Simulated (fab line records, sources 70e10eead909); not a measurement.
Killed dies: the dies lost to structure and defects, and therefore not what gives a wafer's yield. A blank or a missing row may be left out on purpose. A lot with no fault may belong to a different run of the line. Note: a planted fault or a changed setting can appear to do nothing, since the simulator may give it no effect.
Which tool did it? :: flow nand-harc :: 13 lots with 39 wafers sampled at 5 steps, on a route of 1159 steps

WHAT EACH GAUGE READ, for each wafer
NHARC_P_BONDPAD_OVL_MEAS_38. Usual: overlay-x-nm -2 nm, standard deviation 6.7; overlay-y-nm -1 nm, standard deviation 5.7.
lot: L955
measured: day 5 23:13
on: overlay-01
overlay-x-nm (nm): 5 5 6
overlay-y-nm (nm): -1 -1 -1
flag: 

lot: L957
measured: day 7 05:12
on: overlay-02
overlay-x-nm (nm): -12 -12 -11
overlay-y-nm (nm): 1 1 1
flag: 

lot: L958
measured: day 7 06:45
on: overlay-01
overlay-x-nm (nm): -4 -4 -5
overlay-y-nm (nm): -7 -6 -7
flag: 

lot: L959
measured: day 7 14:05
on: overlay-02
overlay-x-nm (nm): -1 -1 -1
overlay-y-nm (nm): -3 -3 -4
flag: 

lot: L962
measured: day 8 04:09
on: overlay-01
overlay-x-nm (nm): -8 -8 -9
overlay-y-nm (nm): 5 5 5
flag: 

lot: L961
measured: day 8 04:33
on: overlay-02
overlay-x-nm (nm): -3 -3 -3
overlay-y-nm (nm): -16 -16 -16
flag: 

lot: L964
measured: day 8 20:55
on: overlay-01
overlay-x-nm (nm): 5 4 5
overlay-y-nm (nm): 3 3 3
flag: 

lot: L965
measured: day 9 02:37
on: overlay-01
overlay-x-nm (nm): 14 15 15
overlay-y-nm (nm): 2 2 3
flag: 

lot: L967
measured: day 10 08:13
on: overlay-02
overlay-x-nm (nm): -1 -1 -1
overlay-y-nm (nm): 3 3 3
flag: 

lot: L972
measured: day 10 19:43
on: overlay-01
overlay-x-nm (nm): -10 -9 -10
overlay-y-nm (nm): -6 -6 -7
flag: 

lot: L975
measured: day 11 01:53
on: overlay-01
overlay-x-nm (nm): -2 -1 -2
overlay-y-nm (nm): -7 -8 -8
flag: 

lot: L977
measured: day 11 19:26
on: overlay-02
overlay-x-nm (nm): 3 4 4
overlay-y-nm (nm): 3 3 3
flag: 

lot: L978
measured: day 12 04:43
on: overlay-01
overlay-x-nm (nm): -2 -2 -2
overlay-y-nm (nm): 3 3 4
flag: 

NHARC_A_ONON_D1_THK_MEAS_02: measures by ellipsometry. Usual: 1001 nm for thk-nm, sd 12.
lot: L955
measured: day 7 08:46
on: film-metro-01
thk-nm (nm): 1013 1013 1012
flag: 

lot: L957
measured: day 8 07:45
on: film-metro-01
thk-nm (nm): 1004 1003 1004
flag: 

lot: L958
measured: day 8 07:45
on: film-metro-02
thk-nm (nm): 999 1000 1000
flag: 

lot: L959
measured: day 8 16:36
on: film-metro-02
thk-nm (nm): 986 984 985
flag: 

lot: L962
measured: day 9 06:48
on: film-metro-01
thk-nm (nm): 977 976 976
flag: 

lot: L961
measured: day 9 06:48
on: film-metro-02
thk-nm (nm): 996 997 995
flag: 

lot: L964
measured: day 9 23:31
on: film-metro-02
thk-nm (nm): 1007 1006 1007
flag: 

lot: L965
measured: day 10 05:20
on: film-metro-01
thk-nm (nm): 663 1034 663
flag: OFF

lot: L967
measured: day 11 10:24
on: film-metro-02
thk-nm (nm): 634 1007 1005
flag: OFF

lot: L972
measured: day 11 18:31
on: film-metro-02
thk-nm (nm): 1003 1003 631
flag: OFF

lot: L975
measured: day 12 05:55
on: film-metro-01
thk-nm (nm): 990 989 991
flag: 

lot: L977
measured: day 12 22:13
on: film-metro-01
thk-nm (nm): 1006 1006 1009
flag: 

lot: L978
measured: day 13 07:54
on: film-metro-02
thk-nm (nm): 1014 1013 1015
flag: 

NHARC_END_SORT_01. Usual: killed-at-array 29, standard deviation 10; killed-at-other 0.7, standard deviation 1.1; killed-at-periphery 3.3, standard deviation 2.4; killed-dies 33, standard deviation 11; killed-open 3.3, standard deviation 2; killed-short 1.9, standard deviation 1.3.
lot: L965
measured: day 22 01:53
on: prober-01
killed-at-array: 676 30 677
killed-at-other: 0 0 0
killed-at-periphery: 1 2 0
killed-dies: 677 32 677
killed-open: 2 4 1
killed-short: 3 2 1
flag: OFF

lot: L967
measured: day 23 12:43
on: prober-01
killed-at-array: 666 35 29
killed-at-other: 3 5 1
killed-at-periphery: 8 6 5
killed-dies: 677 46 35
killed-open: 4 3 3
killed-short: 2 2 2
flag: OFF

lot: L972
measured: day 24 15:56
on: prober-02
killed-at-array: 28 25 672
killed-at-other: 0 1 2
killed-at-periphery: 3 4 3
killed-dies: 31 30 677
killed-open: 4 7 8
killed-short: 2 3 6
flag: OFF

WHAT TOOL EACH LOT RAN ON (gives the tool, then ch and the chambers of the sampled wafers, and finally the start)
lot: L955
NHARC_P_BONDPAD_STRIP_15: rie-diel-11 ch 0,1,2, day 5 23:46
NHARC_A_ONON_D1_DEP_00: pecvd-onon-03 ch 0, day 7 08:16

lot: L957
NHARC_P_BONDPAD_STRIP_15: rie-diel-01 ch 2,3, day 7 05:52
NHARC_A_ONON_D1_DEP_00: pecvd-onon-03 ch 0, day 8 07:14

lot: L958
NHARC_P_BONDPAD_STRIP_15: rie-diel-11 ch 1,2, day 7 07:16
NHARC_A_ONON_D1_DEP_00: pecvd-onon-02 ch 0, day 8 07:14

lot: L959
NHARC_P_BONDPAD_STRIP_15: rie-diel-11 ch 1,3, day 7 14:40
NHARC_A_ONON_D1_DEP_00: pecvd-onon-03 ch 0, day 8 16:12

lot: L962
NHARC_P_BONDPAD_STRIP_15: rie-diel-11 ch 0,3, day 8 04:41
NHARC_A_ONON_D1_DEP_00: pecvd-onon-03 ch 0, day 9 06:24

lot: L961
NHARC_P_BONDPAD_STRIP_15: rie-diel-11 ch 0,2,3, day 8 05:04
NHARC_A_ONON_D1_DEP_00: pecvd-onon-02 ch 0, day 9 06:20

lot: L964
NHARC_P_BONDPAD_STRIP_15: rie-diel-11 ch 1,3, day 8 21:26
NHARC_A_ONON_D1_DEP_00: pecvd-onon-02 ch 0, day 9 23:01

lot: L965
NHARC_P_BONDPAD_STRIP_15: rie-diel-02 ch 1,2, day 9 03:10
NHARC_A_ONON_D1_DEP_00: pecvd-onon-02 ch 0, day 10 04:50

lot: L967
NHARC_P_BONDPAD_STRIP_15: rie-diel-01 ch 0,3, day 10 08:48
NHARC_A_ONON_D1_DEP_00: pecvd-onon-02 ch 0, day 11 09:53

lot: L972
NHARC_P_BONDPAD_STRIP_15: rie-diel-11 ch 1,2,3, day 10 20:17
NHARC_A_ONON_D1_DEP_00: pecvd-onon-02 ch 0, day 11 18:11

lot: L975
NHARC_P_BONDPAD_STRIP_15: rie-diel-11 ch 0,1,2, day 11 02:26
NHARC_A_ONON_D1_DEP_00: pecvd-onon-01 ch 0, day 12 05:23

lot: L977
NHARC_P_BONDPAD_STRIP_15: rie-diel-11 ch 1,2,3, day 11 20:05
NHARC_A_ONON_D1_DEP_00: pecvd-onon-03 ch 0, day 12 21:43

lot: L978
NHARC_P_BONDPAD_STRIP_15: rie-diel-01 ch 1,2,3, day 12 05:15
NHARC_A_ONON_D1_DEP_00: pecvd-onon-01 ch 0, day 13 07:23
- NHARC_P_BONDPAD_STRIP_15: strips in O2.
- NHARC_A_ONON_D1_DEP_00: target thk 1000 nm.

AS READ BY THE TOOLS THEMSELVES (means over the sampled wafers that have a number; for cases with no such wafer, the mark the record gives instead)
NHARC_P_BONDPAD_STRIP_15. Usual: drypump-motor-current-A 5.7 A, standard deviation 0.54; oes-product-au 0.999 a.u., standard deviation 0.012; rf-vpp-V 57.7 V, standard deviation 0.93; showerhead-plenum-p-Torr 3.53 Torr, standard deviation 0.13; throttle-valve-pct 17.036 %, standard deviation 0.01.
lot: L955
tool: rie-diel-11
drypump-motor-current-A (A): 5.9
oes-product-au (a.u.): 0.999
rf-vpp-V (V): 58.1
showerhead-plenum-p-Torr (Torr): 3.58
throttle-valve-pct (%): 17.038
flag: 

lot: L957
tool: rie-diel-01
drypump-motor-current-A (A): 6.1
oes-product-au (a.u.): 1.010
rf-vpp-V (V): 58.4
showerhead-plenum-p-Torr (Torr): 3.69
throttle-valve-pct (%): 17.035
flag: 

lot: L958
tool: rie-diel-11
drypump-motor-current-A (A): 5.7
oes-product-au (a.u.): 0.995
rf-vpp-V (V): 58.5
showerhead-plenum-p-Torr (Torr): 3.52
throttle-valve-pct (%): 17.034
flag: 

lot: L959
tool: rie-diel-11
drypump-motor-current-A (A): 5.5
oes-product-au (a.u.): 1.002
rf-vpp-V (V): 57.1
showerhead-plenum-p-Torr (Torr): 3.41
throttle-valve-pct (%): 17.041
flag: 

lot: L962
tool: rie-diel-11
drypump-motor-current-A (A): 5.6
oes-product-au (a.u.): 1.003
rf-vpp-V (V): 56.8
showerhead-plenum-p-Torr (Torr): 3.52
throttle-valve-pct (%): 17.041
flag: 

lot: L961
tool: rie-diel-11
drypump-motor-current-A (A): 5.4
oes-product-au (a.u.): 0.990
rf-vpp-V (V): 57.1
showerhead-plenum-p-Torr (Torr): 3.47
throttle-valve-pct (%): 17.037
flag: 

lot: L964
tool: rie-diel-11
drypump-motor-current-A (A): 5.9
oes-product-au (a.u.): 1.005
rf-vpp-V (V): 57.6
showerhead-plenum-p-Torr (Torr): 3.52
throttle-valve-pct (%): 17.050
flag: 

lot: L965
tool: rie-diel-02
drypump-motor-current-A (A): 6.0
oes-product-au (a.u.): 0.988
rf-vpp-V (V): 57.4
showerhead-plenum-p-Torr (Torr): 3.64
throttle-valve-pct (%): 17.027
flag: 

lot: L967
tool: rie-diel-01
drypump-motor-current-A (A): 6.1
oes-product-au (a.u.): 0.993
rf-vpp-V (V): 58.2
showerhead-plenum-p-Torr (Torr): 3.66
throttle-valve-pct (%): 17.026
flag: 

lot: L972
tool: rie-diel-11
drypump-motor-current-A (A): 5.6
oes-product-au (a.u.): 1.004
rf-vpp-V (V): 57.1
showerhead-plenum-p-Torr (Torr): 3.46
throttle-valve-pct (%): 17.027
flag: 

lot: L975
tool: rie-diel-11
drypump-motor-current-A (A): 5.8
oes-product-au (a.u.): 1.008
rf-vpp-V (V): 58.0
showerhead-plenum-p-Torr (Torr): 3.57
throttle-valve-pct (%): 17.044
flag: 

lot: L977
tool: rie-diel-11
drypump-motor-current-A (A): 5.6
oes-product-au (a.u.): 1.007
rf-vpp-V (V): 57.7
showerhead-plenum-p-Torr (Torr): 3.46
throttle-valve-pct (%): 17.042
flag: 

lot: L978
tool: rie-diel-01
drypump-motor-current-A (A): 5.6
oes-product-au (a.u.): 0.998
rf-vpp-V (V): 58.0
showerhead-plenum-p-Torr (Torr): 3.59
throttle-valve-pct (%): 17.030
flag: 

NHARC_A_ONON_D1_DEP_00. Usual: n2-flow-sccm 2748 sccm, standard deviation 9.2; n2o-flow-sccm 2000 sccm, standard deviation 6.6; sih4-flow-sccm 210.0 sccm, standard deviation 0.6.
lot: L955
tool: pecvd-onon-03
n2-flow-sccm (sccm): 2741
n2o-flow-sccm (sccm): 2001
sih4-flow-sccm (sccm): 210.0
flag: 

lot: L957
tool: pecvd-onon-03
n2-flow-sccm (sccm): 2743
n2o-flow-sccm (sccm): 1998
sih4-flow-sccm (sccm): 209.5
flag: 

lot: L958
tool: pecvd-onon-02
n2-flow-sccm (sccm): 2749
n2o-flow-sccm (sccm): 2000
sih4-flow-sccm (sccm): 210.5
flag: 

lot: L959
tool: pecvd-onon-03
n2-flow-sccm (sccm): 2739
n2o-flow-sccm (sccm): 2008
sih4-flow-sccm (sccm): 209.6
flag: 

lot: L962
tool: pecvd-onon-03
n2-flow-sccm (sccm): 2744
n2o-flow-sccm (sccm): 1984
sih4-flow-sccm (sccm): 209.0
flag: 

lot: L961
tool: pecvd-onon-02
n2-flow-sccm (sccm): 2751
n2o-flow-sccm (sccm): 1999
sih4-flow-sccm (sccm): 210.2
flag: 

lot: L964
tool: pecvd-onon-02
n2-flow-sccm (sccm): 2749
n2o-flow-sccm (sccm): 2003
sih4-flow-sccm (sccm): 210.0
flag: 

lot: L965
tool: pecvd-onon-02
n2-flow-sccm (sccm): 2755
n2o-flow-sccm (sccm): 1999
sih4-flow-sccm (sccm): 210.2
flag: 

lot: L967
tool: pecvd-onon-02
n2-flow-sccm (sccm): 2755
n2o-flow-sccm (sccm): 1998
sih4-flow-sccm (sccm): 209.1
flag: 

lot: L972
tool: pecvd-onon-02
n2-flow-sccm (sccm): 2748
n2o-flow-sccm (sccm): 1996
sih4-flow-sccm (sccm): 210.0
flag: 

lot: L975
tool: pecvd-onon-01
n2-flow-sccm (sccm): 2761
n2o-flow-sccm (sccm): 2000
sih4-flow-sccm (sccm): 209.9
flag: 

lot: L977
tool: pecvd-onon-03
n2-flow-sccm (sccm): 2741
n2o-flow-sccm (sccm): 1998
sih4-flow-sccm (sccm): 210.1
flag: 

lot: L978
tool: pecvd-onon-01
n2-flow-sccm (sccm): 2742
n2o-flow-sccm (sccm): 1998
sih4-flow-sccm (sccm): 210.7
flag: 

THE ANSWER, worked out from the rows above alone
Rule: a lot counts as off when the mean over its wafers that have a number is more than 3 standard deviations away from the usual mean. Also off: a lot with no number at a reading for which 4 or more lots have one. All remaining lots with rows at the step are treated as sound. First the gauges in route order, then the tools' own readings, where a lot's mean is used as printed above. At the first step where some lot is off, the reading lying furthest off is the one used; lots without a number count as furthest.
Off, at NHARC_A_ONON_D1_THK_MEAS_02 on thk-nm: L965, L967, L972.
A tool fits if, at a process step before that reading, it ran every lot that is off, and no sound lot after the first of them. Not tried: the gauges at NHARC_A_ONON_D1_THK_MEAS_02; whatever is off there is also off at NHARC_END_SORT_01, on other tools, and gauge error can't account for it. One candidate fits, namely pecvd-onon-02 at NHARC_A_ONON_D1_DEP_00. A fault onset in the window from L964 (day 9 23:01, its last sound lot) to L965 (day 10 04:50, its first lot off) fits.

WHAT HAD BEEN PUT IN BY THE SIMULATOR
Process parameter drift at NHARC_A_ONON_D1_DEP_00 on pecvd-onon-02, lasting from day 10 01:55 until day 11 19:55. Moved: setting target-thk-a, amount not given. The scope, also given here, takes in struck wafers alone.
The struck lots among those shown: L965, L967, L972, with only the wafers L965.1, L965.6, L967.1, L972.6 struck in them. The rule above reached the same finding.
